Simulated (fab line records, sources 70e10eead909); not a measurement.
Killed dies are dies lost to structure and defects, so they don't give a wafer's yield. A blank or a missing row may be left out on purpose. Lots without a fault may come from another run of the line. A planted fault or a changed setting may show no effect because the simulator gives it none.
Which tool did it? | flow nand_harc | 14 lots, 41 wafers sampled, at 5 steps of a route of 1159

WHAT THE GAUGES READ, wafer by wafer
NHARC_A_ZERO_WELL_CD_MEAS_10: target cd 2000 nm. Usual: cd_nm 2000.1 nm, standard deviation 1.4.
lot  | measured     | on        | cd_nm (nm)           | flag
L103 | day 6 12:10  | cd_sem-03 | 2000.2 2000.0 1999.8 |
L104 | day 7 12:20  | cd_sem-02 | 1998.0 1998.4 1999.3 |
L107 | day 7 13:05  | cd_sem-02 | 2001.1 1999.4 1999.4 |
L108 | day 7 18:43  | cd_sem-03 | 2000.5 1999.7        |
L109 | day 7 19:51  | cd_sem-02 | 2002.1 1999.9 2000.7 |
L111 | day 8 06:23  | cd_sem-02 | 2001.8 2001.9 2002.3 |
L115 | day 9 22:49  | cd_sem-02 | 2001.4 2001.0 1999.5 |
L116 | day 9 23:19  | cd_sem-02 | 2003.3 2002.2 2001.5 |
L114 | day 9 23:55  | cd_sem-01 | 1997.8 1999.0 1999.9 |
L119 | day 10 12:43 | cd_sem-02 | 1998.4 1997.3 2001.5 |
L121 | day 10 19:37 | cd_sem-01 | 2000.2 1999.2 1999.4 |
L122 | day 11 13:02 | cd_sem-02 | 2000.6 1999.7 2001.0 |
L123 | day 11 13:20 | cd_sem-03 | 2001.4 2002.5 2004.5 |
L124 | day 11 20:37 | cd_sem-03 | 2000.9 2000.7 2001.1 |

NHARC_A_SOURCE_PLATE_THK_MEAS_09: measures by ellipsometry. Usual: thk_nm 9.9 nm, standard deviation 0.99.
lot  | measured     | on            | thk_nm (nm)    | flag
L103 | day 6 21:07  | film_metro-02 | 10.5 8.5 10.7  |
L104 | day 7 18:42  | film_metro-02 | 12.0 10.6 10.5 |
L107 | day 8 02:55  | film_metro-02 | 14.6 15.6 15.4 | OFF
L108 | day 8 15:45  | film_metro-02 | 15.4 13.1      | OFF
L109 | day 8 10:40  | film_metro-01 | 17.2 14.7 15.5 | OFF
L111 | day 8 14:56  | film_metro-02 | 10.8 10.1 10.2 |
L115 | day 10 07:25 | film_metro-02 | 8.6 8.2 10.0   |
L116 | day 10 07:26 | film_metro-02 | 12.7 10.7 10.1 |
L114 | day 10 07:25 | film_metro-02 | 10.8 11.3 9.5  |
L119 | day 10 21:17 | film_metro-01 | 11.5 9.8 10.3  |
L121 | day 11 04:13 | film_metro-01 | 10.0 11.3 9.6  |
L122 | day 11 21:55 | film_metro-02 | 11.6 10.2 8.5  |
L123 | day 11 21:55 | film_metro-01 | 9.0 9.0 10.1   |
L124 | day 12 05:30 | film_metro-01 | 11.6 10.7 9.6  |

WHICH TOOL RAN EACH LOT (tool, then ch and the chambers of the sampled wafers, then the start)
lot  | NHARC_P_M2_ANNEAL_31             | NHARC_P_M2_DEP_33               | NHARC_A_SOURCE_PLATE_OXIDE_02
L103 | rtp_anneal-01 ch 0, day 6 05:22  | pecvd-03 ch 0,1, day 6 06:23    | furnace-01 ch 0, day 6 16:59
L104 | rtp_anneal-01 ch 0, day 7 05:24  | pecvd-02 ch 0,2, day 7 06:22    | furnace-01 ch 0, day 7 14:41
L107 | rtp_anneal-01 ch 0, day 7 06:14  | pecvd-03 ch 0,1, day 7 07:09    | furnace-01 ch 0, day 7 18:20
L108 | rtp_anneal-01 ch 0, day 7 12:18  | pecvd-03 ch 1,2, day 7 13:10    | furnace-01 ch 0, day 8 02:14
L109 | rtp_anneal-01 ch 0, day 7 13:02  | pecvd-03 ch 0,1,2, day 7 13:59  | furnace-01, day 8 02:14 and furnace-03 ch 0, day 8 06:13
L111 | rtp_anneal-02 ch 0, day 7 23:41  | pecvd-02 ch 0,1,2, day 8 00:37  | furnace-03 ch 0, day 8 10:55
L115 | rtp_anneal-01 ch 0, day 9 15:55  | pecvd-01 ch 0,2, day 9 16:53    | furnace-03 ch 0, day 10 03:21
L116 | rtp_anneal-01 ch 0, day 9 16:29  | pecvd-03 ch 0,1,2, day 9 17:29  | furnace-03 ch 0, day 10 03:21
L114 | rtp_anneal-02 ch 0, day 9 17:19  | pecvd-01 ch 1,2, day 9 18:19    | furnace-03 ch 0, day 10 03:21
L119 | rtp_anneal-02 ch 0, day 10 06:10 | pecvd-01 ch 0,1,2, day 10 07:11 | furnace-03 ch 0, day 10 17:13
L121 | rtp_anneal-01 ch 0, day 10 12:59 | pecvd-03 ch 0,1, day 10 13:56   | furnace-03 ch 0, day 11 00:10
L122 | rtp_anneal-02 ch 0, day 11 03:36 | pecvd-03 ch 0,1,2, day 11 05:22 | furnace-01 ch 0, day 11 17:53
L123 | rtp_anneal-02 ch 0, day 11 04:36 | pecvd-02 ch 0,1, day 11 05:36   | furnace-01 ch 0, day 11 17:53
L124 | rtp_anneal-02 ch 0, day 11 13:22 | pecvd-03 ch 0,1,2, day 11 14:23 | furnace-01 ch 0, day 12 01:31
- NHARC_P_M2_ANNEAL_31: time 90 s.
- NHARC_P_M2_DEP_33: deposits SiCN, target thk 30 nm.
- NHARC_A_SOURCE_PLATE_OXIDE_02: material SiO2, target thk 10 nm, ox time 1362 s.

WHAT THE TOOLS THEMSELVES READ (means of the sampled wafers that have a number; where no wafer has one, the mark that the record gives instead)
NHARC_P_M2_ANNEAL_31. Usual: wafer_temp_C_max 226.0, standard deviation 0.49.
lot  | tool          | wafer_temp_C_max | flag
L103 | rtp_anneal-01 | 226.6            |
L104 | rtp_anneal-01 | 226.4            |
L107 | rtp_anneal-01 | 226.4            |
L108 | rtp_anneal-01 | 226.4            |
L109 | rtp_anneal-01 | 226.4            |
L111 | rtp_anneal-02 | 225.6            |
L115 | rtp_anneal-01 | 226.7            |
L116 | rtp_anneal-01 | 226.4            |
L114 | rtp_anneal-02 | 225.4            |
L119 | rtp_anneal-02 | 225.5            |
L121 | rtp_anneal-01 | 226.5            |
L122 | rtp_anneal-02 | 225.5            |
L123 | rtp_anneal-02 | 225.5            |
L124 | rtp_anneal-02 | 225.9            |

NHARC_P_M2_DEP_33. Usual: heater_power_w 556 W, standard deviation 110.
lot  | tool     | heater_power_w (W) | flag
L103 | pecvd-03 | 504                |
L104 | pecvd-02 | 700                |
L107 | pecvd-03 | 526                |
L108 | pecvd-03 | 462                |
L109 | pecvd-03 | 486                |
L111 | pecvd-02 | 577                |
L115 | pecvd-01 | 671                |
L116 | pecvd-03 | 522                |
L114 | pecvd-01 | 548                |
L119 | pecvd-01 | 618                |
L121 | pecvd-03 | 509                |
L122 | pecvd-03 | 503                |
L123 | pecvd-02 | 576                |
L124 | pecvd-03 | 520                |

NHARC_A_SOURCE_PLATE_OXIDE_02. Usual: ox_temp_c 900.0 C, standard deviation 0.42.
lot  | tool                  | ox_temp_c (C) | flag
L103 | furnace-01            | 900.1         |
L104 | furnace-01            | 899.7         |
L107 | furnace-01            | 900.2         |
L108 | furnace-01            | 899.8         |
L109 | furnace-01/furnace-03 | 899.9         |
L111 | furnace-03            | 900.2         |
L115 | furnace-03            | 900.0         |
L116 | furnace-03            | 900.0         |
L114 | furnace-03            | 899.9         |
L119 | furnace-03            | 900.0         |
L121 | furnace-03            | 899.9         |
L122 | furnace-01            | 899.9         |
L123 | furnace-01            | 900.1         |
L124 | furnace-01            | 900.3         |

THE ANSWER, worked out from the rows above alone
Rule: a lot is off if the mean of its wafers that have a number lies more than 3 standard deviations from the usual mean. A lot without any number at a reading at which 4 lots or more have one is off too. The other lots that the step has rows for count as sound. The gauges are gone through in route order, then the tools' own readings, and for those a lot's mean is taken as printed above. The first step at which some lot is off is used, and at that step the reading that is off furthest; a lot without a number counts as furthest.
Off: L107, L108, L109, at NHARC_A_SOURCE_PLATE_THK_MEAS_09 (thk_nm).
A tool fits if, at a process step before that reading, it ran every lot that is off, and no sound lot after the first of them. The gauges at NHARC_A_SOURCE_PLATE_THK_MEAS_09 are tried like those tools. None of those tried fits.

WHAT THE SIMULATOR HAD PUT IN
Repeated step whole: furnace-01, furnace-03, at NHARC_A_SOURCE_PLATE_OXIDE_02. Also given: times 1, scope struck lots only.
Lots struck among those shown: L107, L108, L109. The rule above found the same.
